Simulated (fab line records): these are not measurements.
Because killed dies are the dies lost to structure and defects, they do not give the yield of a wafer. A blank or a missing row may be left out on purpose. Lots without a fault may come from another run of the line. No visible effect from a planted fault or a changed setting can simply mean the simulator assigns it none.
Chamber matching / flow nandHarc / 4 sister chambers for NHARC_A_CONTACT_CMP_20 on cmp-03
The step polishes, t overpolish 30 s, target thk 300 nm. 4 wafers are shown with their chamber, then 8 later ones without.

WAFERS PAIRED WITH THEIR CHAMBERS
wafer=L081.1; chamber=0; motorCurrentA (A)=12.1
wafer=L083.1; chamber=3; motorCurrentA (A)=14.0
wafer=L083.4; chamber=1; motorCurrentA (A)=13.0
wafer=L086.1; chamber=2; motorCurrentA (A)=11.1

WAFERS WITH NO CHAMBER GIVEN
wafer=L086.3; motorCurrentA (A)=13.8
wafer=L086.5; motorCurrentA (A)=10.9
wafer=L094.2; motorCurrentA (A)=12.1
wafer=L094.4; motorCurrentA (A)=14.9
wafer=L094.5; motorCurrentA (A)=11.7
wafer=L095.3; motorCurrentA (A)=14.1
wafer=L095.5; motorCurrentA (A)=13.9
wafer=L095.6; motorCurrentA (A)=11.6

WHICH CHAMBER EACH WENT THROUGH
wafer=L086.3; from the rows above=can't be placed: 3 or 1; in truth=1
wafer=L086.5; from the rows above=2; in truth=2
wafer=L094.2; from the rows above=0; in truth=0
wafer=L094.4; from the rows above=3; in truth=3
wafer=L094.5; from the rows above=can't be placed: 0 or 2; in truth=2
wafer=L095.3; from the rows above=3; in truth=3
wafer=L095.5; from the rows above=can't be placed: 3 or 1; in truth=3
wafer=L095.6; from the rows above=can't be placed: 0 or 2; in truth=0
Correctly placed: 4 of 8. From these rows, 4 cannot be placed; in 4 the true chamber is one of the candidates. Wrongly placed: 0.
How it was worked out, from the rows above alone: a wafer's distance from a chamber is the root of the sum, over the readings, of the square of ((its reading less the chamber's mean) divided by the reading's scatter). The wafer belongs to the nearest chamber; if the next one is less than 2 further off, it can't be placed. A chamber's mean is the mean of its shown wafers. The scatter (one wafer shown for each chamber): square how far every hidden wafer sits from the nearest shown wafer, average those squares and take the square root.
